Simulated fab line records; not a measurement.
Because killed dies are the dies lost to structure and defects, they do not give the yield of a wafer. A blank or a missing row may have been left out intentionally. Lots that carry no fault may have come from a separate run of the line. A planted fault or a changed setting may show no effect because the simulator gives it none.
fab line records	flow nand_harc
record: lots: 5	wafers: 15	last_day: 33
route steps=1302 shown P_M2@330 END@1302
lots that met no fault: from a run of the same line without faults
start_h: start of the lot's first displayed wafer, in hours after the record's first day	wait_h: hours from the lot's prior step to this one	" as in the row above	L1.1+2: one row covering several wafers at once	- either no value or no given start	* or withheld: withheld	< > ~ a bound
route shown NAME@n: NAME is a module with steps in the file, n the number in the route of the first one	usual: the fault-free wafers' mean and standard deviation	same: alike in all rows	chamber/n: place in a boat	sites: per-site readings	_std_site: how widely they spread, as a standard deviation	_edge_site: mean of outer sites minus mean of inner sites	radius_mm: for every site, how far away it sits from the centre of the wafer	mask NAME#n: copy n	behind: the tool/chamber that last shaped the wafer	hold: reason for holding the lot/hours on hold/outcome of the hold	device: transistor that didn't switch, given as n, p or np	end of line: the route-end tests of the same wafers	where a step has no rows: the recipe by itself	killed: at the first sort, the dies lost to defects and structure; wafer yield is something else	map: a wafer's dies, marking killed ones x, the rest . and places with no die _
set.NAME: the setting the step ran with; set.NAME@STEP: the setting that earlier step ran with	model.NAME: the simulator's own value behind a step, which no gauge read
a table for each step, a row for each wafer; lots at some steps of the route
services: a tool's chamber out of use, with start hour (start_h, from the record's first day; less than 0 if before it), hours out, and reason
== steps ==
step: NHARC_P_M2_INSPECT_11
usual: raw_defect_count: 4.8/2.6
lot.wafer	tool	chamber	start_h	wait_h	raw_defect_count
L479.1	defect_inspect-01	-	177.58	0.0	3
L479.2	"	-	"	"	6
L479.5	"	-	"	"	2
L481.2	defect_inspect-02	-	187.98	0.0	6
L481.4	"	-	"	"	4
L481.6	"	-	"	"	3
L488.2	defect_inspect-02	-	269.86	0.0	4
L488.3	"	-	"	"	3
L488.5	"	-	"	"	10
L493.1	defect_inspect-02	-	316.29	0.0	8
L493.2	"	-	"	"	2
L493.3	"	-	"	"	3
L498.3	defect_inspect-01	-	360.13	0.0	5
L498.4	"	-	"	"	5
L498.6	"	-	"	"	3
step: NHARC_P_M2_DESCUM_14
recipe: time_s: 3	o2_flow_sccm: 200	ar_flow_sccm: 0	bias_power_w: 0	chemistry: O2
step: NHARC_P_M2_ETCH_35
recipe: target_depth_a: 400	overetch_a: 120	time_s: 43.94	ion_energy_ev: 200	n2_flow_sccm: 150	h2_flow_sccm: 150	ar_flow_sccm: 0	rf_w: 400	bias_w: 150	chemistry: N2/H2
usual: chamber_pressure_mTorr: 30.000/0.026	drypump_motor_current_A: 5.9/0.41	oes_product_au: 0.998/0.011	rf_vpp_V: 429.9/2.3	showerhead_plenum_p_Torr: 2.02/0.081	throttle_valve_pct: 14.172/0.0093
lot.wafer	tool	chamber	start_h	wait_h	chamber_pressure_mTorr	drypump_motor_current_A	oes_product_au	rf_hours_counter_h	rf_vpp_V	showerhead_plenum_p_Torr	throttle_valve_pct
L479.2	rie_diel-11	0	177.73	0.1	29.951	5.9	1.005	3.6	431.7	2.11	14.167
L479.1	"	1	"	"	30.027	6.3	0.997	3.9	427.9	1.95	14.180
L479.5	"	0	"	"	30.038	5.9	1.003	-	432.8	2.11	14.155
L481.2	rie_diel-07	3	188.12	0.1	29.992	6.5	0.998	2.6	428.3	1.96	14.176
L481.4	"	0	"	"	29.980	5.3	0.995	0.9	426.8	1.92	14.190
L481.6	"	3	"	"	30.014	6.5	0.999	-	429.0	1.96	14.183
L488.3	rie_diel-05	2	270.01	0.1	29.968	6.1	1.008	1.5	425.1	1.91	14.175
L488.2	"	3	"	"	30.016	6.0	0.988	1.7	433.0	2.09	14.171
L488.5	"	0	"	"	29.949	5.4	0.978	-	431.9	2.09	14.183
L493.1	rie_diel-05	1	316.44	0.1	30.040	6.1	0.990	3.3	432.4	2.10	14.186
L493.2	"	2	"	"	30.015	6.2	0.997	3.9	426.4	1.90	14.182
L493.3	"	3	"	"	29.985	6.0	1.001	4.2	431.3	2.09	14.164
L498.4	rie_diel-07	1	360.28	0.1	29.990	6.3	0.990	3.6	428.1	1.94	14.179
L498.3	"	2	"	"	30.010	5.1	1.006	3.2	433.9	2.16	14.161
L498.6	"	1	"	"	30.048	6.3	0.996	-	426.9	1.94	14.162
step: NHARC_P_M2_ETCH_15
recipe: target_depth_a: 1825	time_s: 91.2	c4f8_flow_sccm: withheld	ar_flow_sccm: 400	rf_w: 600	bias_w: 300	chemistry: C4F8/Ar
step: NHARC_P_M2_CD_MEAS_16
usual: cd_nm: 169.9/1.3
lot.wafer	tool	chamber	start_h	wait_h	cd_nm
L479.1	cd_sem-03	-	177.95	-	170.0
L479.2	"	-	"	"	172.3
L479.5	"	-	"	"	170.0
L481.2	cd_sem-01	-	188.34	-	167.3
L481.4	"	-	"	"	169.8
L481.6	"	-	"	"	167.1
L488.2	cd_sem-01	-	270.23	-	171.6
L488.3	"	-	"	"	170.3
L488.5	"	-	"	"	171.4
L493.1	cd_sem-02	-	316.65	-	170.3
L493.2	"	-	"	"	170.3
L493.3	"	-	"	"	172.1
L498.3	cd_sem-02	-	360.50	-	169.1
L498.4	"	-	"	"	169.9
L498.6	"	-	"	"	169.8
step: NHARC_P_M2_STRIP_18
recipe: power_w: 1000	n2_flow_sccm: 150	h2_flow_sccm: 150	ar_flow_sccm: 0	bias_w: 0	chemistry: N2/H2
usual: chamber_pressure_mTorr: 30.001/0.024	drypump_motor_current_A: 5.9/0.41	oes_product_au: 0.994/0.014	rf_vpp_V: 90.5/0.87	showerhead_plenum_p_Torr: 2.02/0.087	throttle_valve_pct: 14.172/0.009
lot.wafer	tool	chamber	start_h	wait_h	chamber_pressure_mTorr	drypump_motor_current_A	oes_product_au	rf_hours_counter_h	rf_vpp_V	showerhead_plenum_p_Torr	throttle_valve_pct
L479.1	rie_diel-05	0	178.08	0.1	29.992	5.4	0.979	6.7	91.9	2.09	14.162
L479.2	"	1	"	"	30.005	6.2	0.962	6.4	90.6	2.10	14.168
L479.5	"	3	"	"	30.018	6.0	0.983	-	91.2	2.09	14.183
L481.4	rie_diel-05	1	188.47	0.1	29.991	6.2	0.970	6.9	92.8	2.10	14.174
L481.2	"	2	"	"	30.000	6.1	0.978	6.6	88.6	1.91	14.157
L481.6	"	0	"	"	29.968	5.4	0.977	-	91.6	2.09	14.166
L488.3	rie_diel-11	1	270.32	0.1	30.019	6.2	1.001	8.4	90.1	1.95	14.169
L488.2	"	2	"	"	30.008	5.9	1.003	7.2	90.4	1.97	14.164
L488.5	"	0	"	"	30.038	6.0	1.023	-	91.2	2.11	14.164
L493.3	rie_diel-07	0	316.73	0.1	30.042	5.2	1.008	1.3	90.8	1.92	14.164
L493.2	"	1	"	"	29.989	6.3	0.997	1.3	89.9	1.94	14.173
L493.1	"	3	"	"	29.993	6.5	1.009	0.7	90.8	1.96	14.163
L498.4	rie_diel-05	2	360.62	0.1	29.962	6.2	0.989	6.3	90.6	1.90	14.170
L498.3	"	3	"	"	29.991	6.0	1.023	6.3	91.7	2.09	14.174
L498.6	"	0	"	"	30.017	5.4	0.995	-	91.9	2.09	14.170
step: NHARC_P_M2_ETCH_28
recipe: target_depth_a: 300	over_etch_frac: 0.3	time_s: 72.99	ion_energy_ev: 150	cf4_flow_sccm: 50	n2_flow_sccm: 100	ar_flow_sccm: 150	rf_w: 300	bias_w: 100	chemistry: CF4/N2
usual: chamber_pressure_mTorr: 30.001/0.027	drypump_motor_current_A: 5.9/0.42	oes_product_au: 0.994/0.013	rf_vpp_V: 313.7/1.9	showerhead_plenum_p_Torr: 2.60/0.1	throttle_valve_pct: 19.795/0.0094
lot.wafer	tool	chamber	start_h	wait_h	chamber_pressure_mTorr	drypump_motor_current_A	oes_product_au	rf_hours_counter_h	rf_vpp_V	showerhead_plenum_p_Torr	throttle_valve_pct
L479.2	rie_diel-05	2	-	-	30.014	6.1	0.987	6.1	309.8	2.47	19.799
L479.1	"	3	"	"	29.972	6.0	0.991	4.8	313.8	2.69	19.790
L479.5	"	0	"	"	29.948	5.4	0.979	-	315.4	2.68	19.783
L481.2	rie_diel-05	0	-	-	30.039	5.4	0.977	7.5	314.9	2.68	19.787
L481.4	"	1	"	"	29.991	6.1	0.956	6.9	315.3	2.69	19.805
L481.6	"	2	"	"	30.024	6.1	0.993	-	310.0	2.47	19.793
L488.2	rie_diel-11	1	-	-	30.020	6.2	1.001	8.5	311.6	2.52	19.790
L488.3	"	2	"	"	29.961	5.9	1.007	7.3	311.7	2.54	19.791
L488.5	"	1	"	"	30.012	6.2	0.994	-	313.1	2.52	19.794
L493.2	rie_diel-07	1	-	-	30.054	6.3	1.009	1.3	313.1	2.51	19.814
L493.3	"	2	"	"	29.974	5.1	1.004	0.8	317.4	2.77	19.793
L493.1	"	3	"	"	29.987	6.5	1.005	0.8	312.7	2.53	19.783
L498.3	rie_diel-05	0	-	-	29.998	5.4	0.989	5.9	315.9	2.68	19.802
L498.4	"	1	"	"	29.981	6.1	1.004	5.1	314.3	2.69	19.805
L498.6	"	3	"	"	29.999	6.0	1.006	-	316.0	2.68	19.806
step: NHARC_P_M2_STRIP_19
recipe: time_s: 600	temp_c: 30	chemistry: post_etch_residue_remover
step: NHARC_P_M2_DEGAS_29
recipe: temp_c: 250	time_s: 60
step: NHARC_P_M2_PRE_CLEAN_30
recipe: time_s: 30	temp_c: 280	gas: H2/He
usual: heater_power_w: 418/42
lot.wafer	tool	chamber	start_h	wait_h	heater_power_w
L479.2	pvd_sputter-01	-	-	-	452
L479.1	"	-	"	"	405
L479.5	"	-	"	"	439
L481.2	pvd_sputter-01	-	-	-	363
L481.4	"	-	"	"	405
L481.6	"	-	"	"	359
L488.2	pvd_sputter-03	-	-	-	360
L488.3	"	-	"	"	478
L488.5	"	-	"	"	464
L493.1	pvd_sputter-01	-	-	-	427
L493.3	"	-	"	"	357
L493.2	"	-	"	"	370
L498.4	pvd_sputter-02	-	-	-	493
L498.3	"	-	"	"	448
L498.6	"	-	"	"	452
step: NHARC_P_M2_PVD_20
recipe: target_thk_a: 50	bias_v: 168.6	power_w: 15000	chamber_pressure_pa: 0.12	time_s: 8.06	substrate_temp_c: 50	material: TaN
step: NHARC_P_M2_PVD_21
recipe: target_thk_a: 300	chamber_pressure_pa: 5	power_w: 5000	substrate_temp_c: 30	time_s: 20.49	material: Cu
usual: throttle_valve_pct: 29.9/1.2
lot.wafer	tool	chamber	start_h	wait_h	throttle_valve_pct
L479.1	pvd_sputter-01	-	-	-	31.8
L479.2	"	-	"	"	31.9
L479.5	"	-	"	"	31.6
L481.4	pvd_sputter-01	-	-	-	31.6
L481.2	"	-	"	"	30.2
L481.6	"	-	"	"	30.0
L488.3	pvd_sputter-03	-	-	-	28.7
L488.2	"	-	"	"	29.2
L488.5	"	-	"	"	28.9
L493.3	pvd_sputter-01	-	-	-	31.6
L493.2	"	-	"	"	30.6
L493.1	"	-	"	"	29.3
L498.4	pvd_sputter-02	-	-	-	29.2
L498.3	"	-	"	"	29.8
L498.6	"	-	"	"	29.1
step: NHARC_P_M2_ECD_22
recipe: target_thk_a: 4000	bath_temp_c: 25	material: Cu
lot.wafer	tool	chamber	start_h	wait_h
L479.2+1+5	ecd_cu-01	1,0,0	179.07	-
L481.2+4+6	ecd_cu-01	0,1,1	189.45	-
L488.2+3+5	ecd_cu-01	0	271.34	-
L493.1+2+3	ecd_cu-02	1,0,0	317.72	-
L498.4+3+6	ecd_cu-02	1,0,1	361.70	-
step: NHARC_P_M2_ANNEAL_31
recipe: temp_c: 225	time_s: 90
step: NHARC_P_M2_CMP_23
recipe: t_overpolish_s: 20	target_thk_nm: 144.3
usual: edge_zone_pressure_frac: 1.000/0.0049	motor_current_A: 12.6/1.4	time_to_endpoint_s: 29/3.8
lot.wafer	tool	chamber	start_h	wait_h	edge_zone_pressure_frac	motor_current_A	time_to_endpoint_s
L479.2	cmp-03	2	179.82	-	1.006	12.2	31
L479.1	"	0	"	"	1.010	13.3	30
L479.5	"	1	"	"	0.992	14.1	38
L481.2	cmp-03	1	190.17	-	1.003	14.2	36
L481.4	"	3	"	"	0.994	10.6	30
L481.6	"	2	"	"	1.003	13.0	30
L488.3	cmp-03	1	272.01	-	0.996	14.5	32
L488.2	"	0	"	"	1.008	13.7	14
L488.5	"	1	"	"	0.999	14.7	34
L493.2	cmp-03	1	318.45	-	1.002	14.3	34
L493.1	"	2	"	"	1.001	13.1	26
L493.3	"	3	"	"	1.001	10.4	25
L498.4	cmp-03	0	362.35	-	1.001	12.9	27
L498.3	"	2	"	"	0.999	13.1	29
L498.6	"	0	"	"	0.996	13.2	28
step: NHARC_P_M2_THK_MEAS_24
recipe: thk_meas_gauge: xrf
usual: thk_nm: 144.2/2
lot.wafer	tool	chamber	start_h	wait_h	thk_nm
L479.1	film_metro-01	-	180.10	-	144.5
L479.2	"	-	"	"	143.2
L479.5	"	-	"	"	147.8
L481.2	film_metro-01	-	190.49	-	147.1
L481.4	"	-	"	"	145.3
L481.6	"	-	"	"	146.1
L488.2	film_metro-01	-	272.33	-	145.0
L488.3	"	-	"	"	146.0
L488.5	"	-	"	"	144.6
L493.1	film_metro-02	-	318.76	-	142.7
L493.2	"	-	"	"	145.4
L493.3	"	-	"	"	140.9
L498.3	film_metro-02	-	362.64	-	144.1
L498.4	"	-	"	"	141.8
L498.6	"	-	"	"	142.1
step: NHARC_END_SORT_01
recipe: temp_c: 25
usual: defect_limited_yield: 90/3.4	killed_at_array: 61/24	killed_at_other: 1.2/1.3	killed_at_periphery: 3.7/2.6	killed_dies: 66/23	killed_open: 3.3/1.8	killed_short: 2.4/1.6
same: gross_dies: 677
lot.wafer	tool	chamber	start_h	wait_h	defect_limited_yield[%]	killed_at_array	killed_at_other	killed_at_periphery	killed_dies	killed_open	killed_short
L488.2	prober-01	0	704.75	2.8	91	61	0	2	63	1	5
L488.3	prober-01	0	705.55	3.1	91	50	4	4	58	2	1
L488.5	prober-01	0	707.14	3.7	90	59	0	6	65	2	2
L498.3	prober-02	0	789.64	3.1	95	23	6	6	35	9	0
L498.4	prober-02	0	790.45	3.4	97	16	3	3	22	2	0
L498.6	prober-02	0	792.05	4.0	96	24	2	2	28	1	2
killed by level:class
L488.2 A_CHANNEL_HOLE_D1:chamber_film_flake=32 A_DECK1_JOINT:chamber_film_flake=6 A_STAIRCASE:chamber_film_flake=6 A_SLIT:chamber_film_flake=6 A_CHANNEL_HOLE_D2:chamber_film_flake=4 A_ONON_D2:geometric_particle:short=2 P_STI:geometric_particle:short=1 A_DECK1_JOINT:geometric_particle:short=1
L488.3 A_CHANNEL_HOLE_D1:chamber_film_flake=27 A_CHANNEL_HOLE_D2:chamber_film_flake=9 A_STAIRCASE:chamber_film_flake=5 A_SLIT:chamber_film_flake=4 THIN_TSV:chamber_film_flake=4 P_GATE:chamber_film_flake=2 P_CONTACT:geometric_particle:open=1 P_M1:geometric_particle:open=1
L488.5 A_CHANNEL_HOLE_D1:chamber_film_flake=36 A_STAIRCASE:chamber_film_flake=6 A_SLIT:chamber_film_flake=6 A_CHANNEL_HOLE_D2:chamber_film_flake=4 P_GATE:chamber_film_flake=2 P_CONTACT:chamber_film_flake=2 A_CHANNEL_FILL_D2:chamber_film_flake=2 A_ONON_D1:geometric_particle:open=1
L498.3 A_SLIT:chamber_film_flake=10 THIN_TSV:chamber_film_flake=6 P_ZERO_WELL:chamber_film_flake=3 A_M0:geometric_particle:open=2 A_WL_FILL:chamber_film_flake=2 P_GATE:geometric_particle:open=1 P_M0:geometric_particle:open=1 A_SOURCE_PLATE:geometric_particle:open=1
L498.4 A_SLIT:chamber_film_flake=9 THIN_TSV:chamber_film_flake=3 P_ZERO_WELL:chamber_film_flake=2 A_CONTACT:chamber_film_flake=2 P_M0:geometric_particle:open=1 A_CHANNEL_HOLE_D2:geometric_particle:open=1 A_ZERO_WELL:chamber_film_flake=1 A_CHANNEL_HOLE_D1:chamber_film_flake=1
L498.6 A_SLIT:chamber_film_flake=7 A_STAIRCASE:chamber_film_flake=4 A_CONTACT:chamber_film_flake=4 A_DECK1_JOINT:chamber_film_flake=2 A_CHANNEL_HOLE_D2:chamber_film_flake=2 A_WL_FILL:chamber_film_flake=2 THIN_TSV:chamber_film_flake=2 P_M0:geometric_particle:short=1
== services ==
tool	chamber	start_h	hours	kind
ecd_cu-01	-	160.17	8.0	pm
rie_diel-07	0	160.31	22.7	repair
cmp-03	-	162.14	4.0	pm
rie_diel-07	2	165.74	6.7	repair
rie_diel-07	3	178.37	3.9	repair
rie_diel-05	-	180.08	0.2	repair
ecd_cu-01	-	191.70	4.2	repair
rie_diel-07	3	196.90	4.0	repair
rie_diel-05	0	202.32	6.7	repair
rie_diel-05	1	206.12	5.5	repair
rie_diel-07	1	214.18	5.0	repair
rie_diel-11	2	217.57	5.0	repair
pvd_sputter-01	-	226.02	10.0	pm
rie_diel-05	-	229.92	9.0	pm
cmp-03	-	235.87	3.0	repair
rie_diel-05	1	239.71	17.7	repair
rie_diel-05	2	244.97	7.2	repair
cmp-03	-	260.14	4.0	pm
rie_diel-11	-	285.45	9.0	pm
rie_diel-05	0	292.92	1.4	repair
rie_diel-07	1	331.49	2.8	repair
pvd_sputter-01	-	342.37	5.3	repair
rie_diel-05	1	345.34	7.7	repair
cmp-03	-	358.14	4.0	pm
== key ==
first_sign: step: NHARC_P_M2_CMP_23	reading: time_to_endpoint_s	direction: down	sigmas: 3.9	usual: *	struck: *
effect none on later readings
met_at NHARC_P_M2_ECD_22
struck_wafers L488.2
onset_between 189.45 271.34
fault: kind: process_parameter_drift	tool: ecd_cu-01	chamber: -	onset_h: 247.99	steps: NHARC_P_M2_ECD_22	channel: target_thk_a	offset: *	shape: step	end_h: 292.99	scope: struck_wafers_only	acts_in: *	stated: *
